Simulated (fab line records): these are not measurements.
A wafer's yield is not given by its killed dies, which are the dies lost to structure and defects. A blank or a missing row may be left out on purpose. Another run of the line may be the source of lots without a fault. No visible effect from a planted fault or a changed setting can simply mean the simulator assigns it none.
fab line records + flow n5Finfet
record:
- lots: 7
- wafers: 21
- lastDay: 19
route steps=1938 shown BEOL_M7@1263
lots with no fault: from the same line, run without faults
startH: hours from the record's first day to the start of the lot's first wafer shown + waitH: how many hours have passed since the lot's step before this one + " identical to the entry in the row above + L1.1+2: a row that stands for several wafers + - no value, or no start was given + * or withheld: withheld + < > ~ a bound
route shown NAME@n: names a module that has steps shown in the file, with the first one's number in the route + usual: average and standard deviation across the fault-free wafers + same: alike in all rows + chamber/n: place in a boat + sites: readings site by site + _std_site: how widely they spread, as a standard deviation + _edge_site: the outer-site mean with the inner-site mean subtracted + radiusMm: for every site, how far away it sits from the centre of the wafer + mask NAME#n: copy n + behind: tool/chamber where the wafer was last shaped + hold: why the lot was held/for how many hours/how that ended + device: names the non-switching transistor (n, p or np) + end of line: the same wafers' tests at the end of the route + step lacking rows: just its recipe + killed: at the first sort, the dies lost to defects and structure; wafer yield is something else + map: a wafer's dies, x killed, . not, _ none there
set.NAME: the setting the step ran with; set.NAME@STEP: the setting that earlier step ran with + model.NAME: the simulator's own value behind a step, which no gauge read
lots at some steps of the route; a table a step, a row a wafer
services: from which hour (startH, from the record's first day; less than 0 if before it) a tool's chamber was out of use, for how many hours, and why
== steps ==
step: N5_BEOL_M7_ILD_DEP_00
recipe:
- material: SiCOH_lowk
- targetThkA: 1797.5
- tempC: 300
- precursor: DEMS/porogen
- pressureTorr: 5
- rfW: 500
- timeS: 33.4
usual:
- heaterPowerW: 313/53
- showerheadPlenumPTorr: 5.736/0.016
- showerheadVppV: 1429/100
- throttleValvePct: 13.6/0.89
same:
- timeS: 33.4
| lot.wafer | tool     | chamber | startH | waitH | heaterPowerW | showerheadPlenumPTorr | showerheadVppV | throttleValvePct |
|-----------|----------|---------|--------|-------|--------------|-----------------------|----------------|------------------|
| L139.2    | pecvd-01 | 0       | 246.06 | 0.0   | 396          | 5.708                 | 1527           | 14.9             |
| L139.3    | "        | 1       | "      | "     | 335          | 5.747                 | 1571           | 13.9             |
| L139.5    | "        | 1       | "      | "     | 332          | 5.754                 | 1552           | 13.8             |
| L144.1    | pecvd-01 | 2       | 298.28 | 0.0   | 326          | 5.726                 | 1371           | 12.7             |
| L144.3    | "        | 1       | "      | "     | 313          | 5.752                 | 1569           | 13.8             |
| L144.6    | "        | 2       | "      | "     | 335          | 5.720                 | 1381           | 12.5             |
| L146.1    | pecvd-01 | 1       | 310.36 | 0.0   | 298          | 5.754                 | 1559           | 13.5             |
| L146.2    | "        | 0       | "      | "     | 364          | 5.707                 | 1532           | 15.1             |
| L146.5    | "        | 0       | "      | "     | 386          | 5.710                 | 1531           | 15.0             |
| L147.2    | pecvd-02 | 2       | 314.59 | 0.0   | 253          | 5.740                 | 1220           | 13.7             |
| L147.4    | "        | 2       | "      | "     | 260          | 5.736                 | 1241           | 13.8             |
| L147.6    | "        | 1       | "      | "     | 329          | 5.743                 | 1412           | 13.1             |
| L149.3    | pecvd-01 | 2       | 316.37 | 0.0   | 343          | 5.720                 | 1358           | 12.8             |
| L149.5    | "        | 2       | "      | "     | 347          | 5.720                 | 1385           | 12.6             |
| L149.6    | "        | 0       | "      | "     | 389          | 5.696                 | 1520           | 14.6             |
| L148.2    | pecvd-02 | 2       | 332.52 | 0.0   | 292          | 5.741                 | 1214           | 13.8             |
| L148.3    | "        | 1       | "      | "     | 350          | 5.732                 | 1453           | 13.5             |
| L148.5    | "        | 0       | "      | "     | 270          | 5.737                 | 1466           | 14.5             |
| L155.2    | pecvd-03 | 2       | 373.42 | 0.0   | 264          | 5.733                 | 1359           | 12.1             |
| L155.4    | "        | 2       | "      | "     | 280          | 5.754                 | 1345           | 12.5             |
| L155.6    | "        | 0       | "      | "     | 293          | 5.756                 | 1465           | 12.6             |
step: N5_BEOL_M7_CURE_74
recipe:
- tempC: 385
- timeS: 240
- ambient: He/Ar
- material: SiCOH_lowk
usual:
- lampPowerPct: 52.31/0.059
- wafer_temp_C_max: 386.6/0.45
same:
- timeS: 240
| lot.wafer | tool      | chamber | startH | waitH | lampPowerPct | wafer_temp_C_max |
|-----------|-----------|---------|--------|-------|--------------|------------------|
| L139.2    | uvCure-03 | 2       | 246.20 | 0.1   | 52.36        | 386.2            |
| L139.3    | "         | 2       | "      | "     | 52.24        | 386.2            |
| L139.5    | "         | 2       | "      | "     | 52.37        | 386.1            |
| L144.1    | uvCure-02 | 0       | 298.34 | 0.0   | 52.29        | 386.4            |
| L144.3    | "         | 0       | "      | "     | 52.23        | 386.7            |
| L144.6    | "         | 0       | "      | "     | 52.34        | 386.8            |
| L146.1    | uvCure-02 | 1       | 310.43 | 0.0   | 52.34        | 386.3            |
| L146.2    | "         | 1       | "      | "     | 52.41        | 386.1            |
| L146.5    | "         | 1       | "      | "     | 52.29        | 387.0            |
| L147.2    | uvCure-02 | 2       | 314.74 | 0.1   | 52.27        | 386.9            |
| L147.4    | "         | 2       | "      | "     | 52.32        | 386.8            |
| L147.6    | "         | 2       | "      | "     | 52.27        | 386.7            |
| L149.3    | uvCure-03 | 0       | 316.60 | 0.2   | 52.24        | 387.4            |
| L149.5    | "         | 0       | "      | "     | 52.36        | 387.3            |
| L149.6    | "         | 0       | "      | "     | 52.28        | 386.7            |
| L148.2    | uvCure-03 | 1       | 332.67 | 0.1   | 52.29        | 387.0            |
| L148.3    | "         | 1       | "      | "     | 52.36        | 386.4            |
| L148.5    | "         | 1       | "      | "     | 52.43        | 386.3            |
| L155.2    | uvCure-02 | 2       | 373.56 | 0.1   | 52.35        | 387.0            |
| L155.4    | "         | 2       | "      | "     | 52.40        | 387.3            |
| L155.6    | "         | 2       | "      | "     | 52.35        | 386.7            |
step: N5_BEOL_M7_THK_MEAS_01
recipe:
- reads: SiCOH_lowk_of_BEOL_M7_ILD_DEP_00
usual:
- M7_ILD_THK: 154.8/2.3
| lot.wafer | tool         | chamber | startH | waitH | M7_ILD_THK[nm] |
|-----------|--------------|---------|--------|-------|----------------|
| L139.2    | filmMetro-02 | -       | 246.64 | 0.4   | 154.8          |
| L139.3    | "            | -       | "      | "     | 149.8          |
| L139.5    | "            | -       | "      | "     | 152.8          |
| L144.1    | filmMetro-02 | -       | 298.86 | 0.4   | 151.3          |
| L144.3    | "            | -       | "      | "     | 151.2          |
| L144.6    | "            | -       | "      | "     | 153.0          |
| L146.1    | filmMetro-02 | -       | 310.94 | 0.4   | 153.8          |
| L146.2    | "            | -       | "      | "     | 155.1          |
| L146.5    | "            | -       | "      | "     | 158.4          |
| L147.2    | filmMetro-01 | -       | 315.17 | 0.4   | 156.3          |
| L147.4    | "            | -       | "      | "     | 160.4          |
| L147.6    | "            | -       | "      | "     | 156.6          |
| L149.3    | filmMetro-01 | -       | 316.95 | 0.3   | 152.5          |
| L149.5    | "            | -       | "      | "     | 156.0          |
| L149.6    | "            | -       | "      | "     | 155.8          |
| L148.2    | filmMetro-02 | -       | 333.10 | 0.4   | 157.6          |
| L148.3    | "            | -       | "      | "     | 152.3          |
| L148.5    | "            | -       | "      | "     | 157.7          |
| L155.2    | filmMetro-01 | -       | 373.99 | 0.4   | 153.3          |
| L155.4    | "            | -       | "      | "     | 155.6          |
| L155.6    | "            | -       | "      | "     | 153.6          |
step: N5_BEOL_M7_PECVD_70
recipe:
- material: SiO2
- targetThkA: 200
- tempC: 400
- precursor: TEOS/O2
- pressureTorr: 5.5
- rfW: 450
- teosFlowSccm: 53.8
- gas: O2
- flowSccm: 3000
- timeS: 22.7
usual:
- heaterPowerW: 720/86
- showerheadPlenumPTorr: 8.77/0.054
- showerheadVppV: 1334/92
- throttleValvePct: 21.9/1.4
same:
- timeS: 22.7
| lot.wafer | tool     | chamber | startH | waitH | heaterPowerW | showerheadPlenumPTorr | showerheadVppV | throttleValvePct |
|-----------|----------|---------|--------|-------|--------------|-----------------------|----------------|------------------|
| L139.2    | pecvd-03 | 0       | 246.67 | 0.0   | 732          | 8.79                  | 1389           | 20.3             |
| L139.3    | "        | 2       | "      | "     | 739          | 8.73                  | 1301           | 19.2             |
| L139.5    | "        | 2       | "      | "     | 753          | 8.75                  | 1286           | 19.3             |
| L144.1    | pecvd-03 | 0       | 298.89 | 0.0   | 781          | 8.82                  | 1373           | 20.3             |
| L144.3    | "        | 1       | "      | "     | 531          | 8.76                  | 1235           | 23.4             |
| L144.6    | "        | 2       | "      | "     | 738          | 8.80                  | 1298           | 19.4             |
| L146.1    | pecvd-02 | 0       | 310.98 | 0.0   | 709          | 8.79                  | 1371           | 23.6             |
| L146.2    | "        | 1       | "      | "     | 759          | 8.79                  | 1364           | 21.5             |
| L146.5    | "        | 2       | "      | "     | 679          | 8.79                  | 1173           | 21.7             |
| L147.2    | pecvd-01 | 0       | 315.21 | 0.0   | 709          | 8.68                  | 1460           | 24.0             |
| L147.4    | "        | 0       | "      | "     | 734          | 8.67                  | 1453           | 24.0             |
| L147.6    | "        | 1       | "      | "     | 757          | 8.88                  | 1455           | 22.3             |
| L149.3    | pecvd-03 | 1       | 316.99 | 0.0   | 534          | 8.76                  | 1250           | 23.5             |
| L149.5    | "        | 0       | "      | "     | 801          | 8.80                  | 1375           | 20.5             |
| L149.6    | "        | 1       | "      | "     | 539          | 8.74                  | 1240           | 23.6             |
| L148.2    | pecvd-01 | 2       | 333.14 | 0.0   | 782          | 8.73                  | 1313           | 20.8             |
| L148.3    | "        | 0       | "      | "     | 810          | 8.68                  | 1437           | 23.8             |
| L148.5    | "        | 0       | "      | "     | 799          | 8.67                  | 1462           | 23.8             |
| L155.2    | pecvd-02 | 1       | 374.03 | 0.0   | 750          | 8.78                  | 1374           | 21.5             |
| L155.4    | "        | 2       | "      | "     | 642          | 8.79                  | 1182           | 22.0             |
| L155.6    | "        | 0       | "      | "     | 719          | 8.80                  | 1380           | 23.4             |
step: N5_BEOL_M7_HM_DEP_02
recipe:
- material: TiN
- targetThkA: 200
- tempC: 25
- chamberPressurePa: 0.49996
usual:
- throttleValvePct: 29.6/0.84
| lot.wafer | tool          | chamber | startH | waitH | throttleValvePct |
|-----------|---------------|---------|--------|-------|------------------|
| L139.2    | pvdSputter-02 | -       | 248.35 | 1.7   | 30.3             |
| L139.3    | "             | -       | "      | "     | 27.6             |
| L139.5    | "             | -       | "      | "     | 29.7             |
| L144.1    | pvdSputter-02 | -       | 299.13 | 0.2   | 28.0             |
| L144.3    | "             | -       | "      | "     | 30.4             |
| L144.6    | "             | -       | "      | "     | 29.3             |
| L146.1    | pvdSputter-03 | -       | 311.32 | 0.3   | 30.4             |
| L146.2    | "             | -       | "      | "     | 30.8             |
| L146.5    | "             | -       | "      | "     | 30.5             |
| L147.2    | pvdSputter-01 | -       | 317.35 | 2.1   | 28.9             |
| L147.4    | "             | -       | "      | "     | 30.0             |
| L147.6    | "             | -       | "      | "     | 29.4             |
| L149.3    | pvdSputter-01 | -       | 317.77 | 0.8   | 29.2             |
| L149.5    | "             | -       | "      | "     | 29.8             |
| L149.6    | "             | -       | "      | "     | 30.0             |
| L148.2    | pvdSputter-02 | -       | 335.73 | 2.6   | 27.8             |
| L148.3    | "             | -       | "      | "     | 29.3             |
| L148.5    | "             | -       | "      | "     | 28.2             |
| L155.2    | pvdSputter-03 | -       | 374.95 | 0.9   | 29.1             |
| L155.4    | "             | -       | "      | "     | 30.1             |
| L155.6    | "             | -       | "      | "     | 28.9             |
step: N5_BEOL_M7_COAT_59
recipe:
- resist: SOC
- tempC: 250
- timeS: 60
- spinRpm: 1500
- resistThkNm: 100
step: N5_BEOL_M7_COAT_60
recipe:
- resist: SiARC
- tempC: 220
- timeS: 60
- spinRpm: 1500
- resistThkNm: 35
step: N5_BEOL_M7_COAT_05
recipe:
- resist: CAR-ArF
- spinRpm: 1500
- resistThkNm: 90
step: N5_BEOL_M7_EBR_07
recipe:
- solvent: PGMEA
- ebrWidthMm: 1.5
step: N5_BEOL_M7_SOFTBAKE_06
recipe:
- tempC: 110
- timeS: 60
- resist: CAR-ArF
step: N5_BEOL_M7_EXPOSE_08
recipe:
- maskId: M7
- na: 1.35
- sourceShape: dipole
- sigmaInner: 0.817
- sigmaOuter: 0.97
- polarization: te
- doseMj: 68.25
step: N5_BEOL_M7_PEB_09
recipe:
- pebTempC: withheld
- pebTimeS: 60
- resist: CAR-ArF
step: N5_BEOL_M7_DEVELOP_10
recipe:
- developTimeS: 30
- developer: TMAH
- resist: CAR-ArF
- rinseLiquid: diw
- dry: airSpin
- devTempC: 23
usual:
- chillPlateTempC: 23.03/0.11
- developTimeS: 30/0
| lot.wafer | tool          | chamber | startH | waitH | chillPlateTempC | developTimeS | model.CAR-ArF_of_BEOL_M7_COAT_05.thkNm |
|-----------|---------------|---------|--------|-------|-----------------|--------------|----------------------------------------|
| L139.2    | lithoTrack-05 | 0       | 248.67 | -     | 22.80           | 30           | 88.4                                   |
| L139.3    | "             | 0       | "      | "     | 22.92           | 30           | 88.4                                   |
| L139.5    | "             | 0       | "      | "     | 23.17           | 30           | 88.6                                   |
| L144.1    | lithoTrack-02 | 0       | 299.57 | -     | 23.12           | 30           | 88.6                                   |
| L144.3    | "             | 0       | "      | "     | 22.99           | 30           | 88.8                                   |
| L144.6    | "             | 0       | "      | "     | 23.09           | 30           | 88.6                                   |
| L146.1    | lithoTrack-02 | -       | 311.63 | -     | -               | -            | 90.4                                   |
| L146.2    | "             | -       | "      | "     | -               | -            | 90                                     |
| L146.5    | "             | -       | "      | "     | -               | -            | 90.2                                   |
| L147.2    | lithoTrack-02 | -       | 317.79 | -     | -               | -            | 90                                     |
| L147.4    | "             | -       | "      | "     | -               | -            | 90                                     |
| L147.6    | "             | -       | "      | "     | -               | -            | 89.8                                   |
| L149.3    | lithoTrack-04 | -       | 318.21 | -     | -               | -            | 90                                     |
| L149.5    | "             | -       | "      | "     | -               | -            | 90.2                                   |
| L149.6    | "             | -       | "      | "     | -               | -            | 90.2                                   |
| L148.2    | lithoTrack-05 | 0       | 336.17 | -     | 23.08           | 30           | 88                                     |
| L148.3    | "             | 0       | "      | "     | 22.80           | 30           | 87.8                                   |
| L148.5    | "             | 0       | "      | "     | 22.90           | 30           | 87.8                                   |
| L155.2    | lithoTrack-02 | 0       | 375.26 | -     | 23.01           | 30           | 88.2                                   |
| L155.4    | "             | 0       | "      | "     | 22.99           | 30           | 88                                     |
| L155.6    | "             | 0       | "      | "     | 23.09           | 30           | 88.2                                   |
step: N5_BEOL_M7_CD_MEAS_11
recipe:
- targetCdNm: 38.5
- landingEnergyEv: 500
- detector: seInlens
- polarity: opening
usual:
- cdNm: 38.3/0.54
| lot.wafer | tool     | chamber | startH | waitH | cdNm |
|-----------|----------|---------|--------|-------|------|
| L139.2    | cdSem-02 | 0       | 248.73 | -     | 38.0 |
| L139.3    | "        | 0       | "      | "     | 39.2 |
| L139.5    | "        | 0       | "      | "     | 37.1 |
| L144.1    | cdSem-03 | 0       | 299.62 | -     | 38.5 |
| L144.3    | "        | 0       | "      | "     | 38.4 |
| L144.6    | "        | 0       | "      | "     | 38.1 |
| L146.1    | cdSem-01 | 0       | 311.69 | -     | -    |
| L146.2    | "        | 0       | "      | "     | -    |
| L146.5    | "        | 0       | "      | "     | -    |
| L147.2    | cdSem-03 | 0       | 317.85 | -     | -    |
| L147.4    | "        | 0       | "      | "     | -    |
| L147.6    | "        | 0       | "      | "     | -    |
| L149.3    | cdSem-02 | 0       | 318.27 | -     | -    |
| L149.5    | "        | 0       | "      | "     | -    |
| L149.6    | "        | 0       | "      | "     | -    |
| L148.2    | cdSem-02 | 0       | 336.23 | -     | 37.9 |
| L148.3    | "        | 0       | "      | "     | 38.3 |
| L148.5    | "        | 0       | "      | "     | 39.0 |
| L155.2    | cdSem-03 | 0       | 375.32 | -     | 37.9 |
| L155.4    | "        | 0       | "      | "     | 37.4 |
| L155.6    | "        | 0       | "      | "     | 38.6 |
== services ==
| tool          | chamber | startH | hours | kind                     |
|---------------|---------|--------|-------|--------------------------|
| pecvd-02      | 2       | 228.89 | 4.6   | repair                   |
| pecvd-03      | 2       | 239.98 | 2.1   | scheduledDown            |
| uvCure-03     | -       | 243.89 | 0.8   | repair                   |
| lithoTrack-02 | -       | 260.68 | -     | consumableReplace:filter |
| uvCure-03     | -       | 262.44 | 5.0   | pm                       |
| pecvd-03      | 0       | 263.41 | 5.0   | scheduledDown            |
| pecvd-02      | 1       | 276.46 | 5.5   | scheduledDown            |
| pvdSputter-01 | -       | 292.47 | 20.0  | repair                   |
| lithoTrack-04 | -       | 326.34 | -     | consumableReplace:filter |
| pvdSputter-03 | -       | 330.45 | 9.5   | repair                   |
| pvdSputter-01 | -       | 332.53 | 0.6   | repair                   |
| pecvd-03      | 0       | 340.42 | 5.5   | scheduledDown            |
| pecvd-01      | -       | 341.21 | 14.6  | pm                       |
| pvdSputter-02 | -       | 364.81 | 6.2   | repair                   |
== key ==
firstSign:
- step: N5_BEOL_M7_DEVELOP_10
- reading: toolRecord
- direction: missing
effect none on later readings
modelEffect:
- step: N5_BEOL_M7_DEVELOP_10
- value: CAR-ArF_of_BEOL_M7_COAT_05.thkNm
- without: 88.42
- struck: 90.09
metAt N5_BEOL_M7_DEVELOP_10
struckWafers L146.1,L146.2,L146.5,L147.2,L147.4,L147.6,L149.3,L149.5,L149.6
laterRowsLeftOut L146.1,L146.2,L146.5,L147.2,L147.4,L147.6,L149.3,L149.5,L149.6
sortLeftOut L146.1,L146.2,L146.5,L147.2,L147.4,L147.6,L149.3,L149.5,L149.6
onsetBetween 299.57 311.63
fault:
- kind: skippedStepWhole
- tool: lithoTrack-02,lithoTrack-04
- chamber: -
- onsetH: 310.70
- steps: N5_BEOL_M7_DEVELOP_10
- scope: struckLotsOnly
sortLeftOut: the simulated sort isn't trusted on such a fault, so these wafers' sort isn't shown, and their yield isn't known
laterRowsLeftOut: the simulator's readings of these wafers behind a module that went badly wrong aren't trusted and aren't shown, but for the sort
